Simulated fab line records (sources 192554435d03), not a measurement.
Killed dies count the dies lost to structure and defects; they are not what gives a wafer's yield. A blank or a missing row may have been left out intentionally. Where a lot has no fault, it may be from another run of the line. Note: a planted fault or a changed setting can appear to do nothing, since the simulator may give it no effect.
Split-lot study | flow n5Finfet | 21 wafers read from 7 lots, route of 1938 steps

## ON THE SPLIT
At N5_BEOL_M15_COAT_58 (time 60 s, resist thk 89 nm), the setting spinRpm was moved away from the recipe's 1500 rpm on 7 of the 21 wafers read, by -7.4% to +8.5%. For the rest of the wafers, this setting stayed at what the recipe calls for.

## FROM THE SPLIT TO THE READING: what the file shows between them, 3 steps
- N5_BEOL_M15_COAT_04: resist thk 800 nm
- N5_BEOL_M15_EBR_06
- N5_BEOL_M15_DESCUM_15: chemistry O2, time 7.9 s

## THE READING
etch.depthNm (the simulator's own value, which no gauge read), in nm, at N5_BEOL_M15_ETCH_59 (etches BARC in N2/H2, target depth 89 nm, overetch 26.7 nm, time 67.9 s). The file gives no usual value for it. Average 89.05 nm, standard deviation 0.19 nm, over the 14 wafers here run with the recipe.

wafer  | tool, chamber at the split | spinRpm as run, rpm | against the recipe | etch.depthNm, nm | against lot-mates on the recipe
L074.1 | lithoTrack-01, 0           | 1627                | +8.5%              | 85.38            | -3.61
L074.3 | lithoTrack-01, 0           | 1500                | recipe             | 88.99            | -
L074.5 | lithoTrack-01, 0           | 1627                | +8.5%              | 85.04            | -3.95
L077.3 | lithoTrack-03, 0           | 1434                | -4.4%              | 90.9             | +1.85
L077.4 | lithoTrack-03, 0           | 1500                | recipe             | 89.05            | -
L077.5 | lithoTrack-03, 0           | 1434                | -4.4%              | 91.01            | +1.96
L081.3 | lithoTrack-03, 0           | 1389                | -7.4%              | 92.52            | +3.69
L081.5 | lithoTrack-03, 0           | 1500                | recipe             | 88.83            | -
L081.6 | lithoTrack-03, 0           | 1389                | -7.4%              | 92.24            | +3.41
L085.3 | lithoTrack-01, 0           | 1500                | recipe             | 88.97            | -
L085.4 | lithoTrack-01, 0           | 1500                | recipe             | 89               | -
L085.5 | lithoTrack-01, 0           | 1500                | recipe             | 88.95            | -
L089.1 | lithoTrack-04, 0           | 1500                | recipe             | 89.32            | -
L089.3 | lithoTrack-04, 0           | 1577                | +5.1%              | 87.12            | -2.23
L089.5 | lithoTrack-04, 0           | 1500                | recipe             | 89.38            | -
L093.2 | lithoTrack-04, 0           | 1500                | recipe             | 88.88            | -
L093.5 | lithoTrack-04, 0           | 1500                | recipe             | 89.48            | -
L093.6 | lithoTrack-04, 0           | 1500                | recipe             | 88.86            | -
L096.1 | lithoTrack-04, 0           | 1500                | recipe             | 89.1             | -
L096.2 | lithoTrack-04, 0           | 1500                | recipe             | 88.99            | -
L096.5 | lithoTrack-04, 0           | 1500                | recipe             | 88.96            | -

THE FIT
A straight line over all 21 wafers: etch.depthNm changes by -0.443 nm for each +1% of spinRpm; r = -0.99; the points scatter about the line by 0.2 nm.
The same after taking each lot's own level away (the mean of its wafers on the recipe; 21 wafers): -0.455 nm for each +1%; r = -1.00; scatter 0.16 nm.
That fit puts the effect of the largest move of spinRpm on the reading at 3.9 nm.
The span of the lots' own levels, 88.830 to 89.350 nm, comes to 2.7 times the standard deviation stated above.
The two slopes agree, so the slope changes little with the lot-to-lot level.
Check: with one of the wafers moved furthest among these (+8.5%) left out of the fit, the line predicts -3.92 nm for it against its lot-mates. It came out at -3.61 nm against them.

## OTHER SPLITS ON THESE WAFERS
Note: prior to the reading, these wafers also went through further splits. Each is held against what the fit with the lots' levels taken away leaves over:
other split on the same wafers | wafers away from the commonest value | r with etch.depthNm (lot level and that fit taken away)
N5_BEOL_M7_ETCH_41 sourceW     | 12                                   | -0.02
N5_BEOL_M8_ETCH_66 biasW       | 8                                    | -0.19
N5_BEOL_M9_ETCH_66 timeS       | 9                                    | -0.02
N5_BEOL_M10_COAT_64 spinRpm    | 5                                    | -0.05
N5_BEOL_M10_EXPOSE_25 doseMj   | 5                                    | -0.07
N5_BEOL_M11_DEP_56 timeS       | 10                                   | +0.03
N5_BEOL_M13_ETCH_59 biasW      | 9                                    | -0.08
N5_BEOL_M15_ILD_DEP_00 timeS   | 8                                    | +0.20

## THE WHOLE CHAIN: every reading that the file lists as answering this split, in the file's order
step                | what it does                                                            | reading                                                                         | change (the file's fit)               | r (the file's)
N5_BEOL_M15_COAT_58 | time 60 s, resist thk 89 nm                                             | BARC_of_BEOL_M15_COAT_58.thkNm (the simulator's own value, which no gauge read) | -0.456 nm for each +1% of the setting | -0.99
N5_BEOL_M15_ETCH_59 | etches BARC in N2/H2, target depth 89 nm, overetch 26.7 nm, time 67.9 s | etch.depthNm (the simulator's own value, which no gauge read)                   | -0.453 nm for each +1% of the setting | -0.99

## FILE'S OWN FIT
etch.depthNm changes by -0.453 nm for each +1% of spinRpm, r = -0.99.
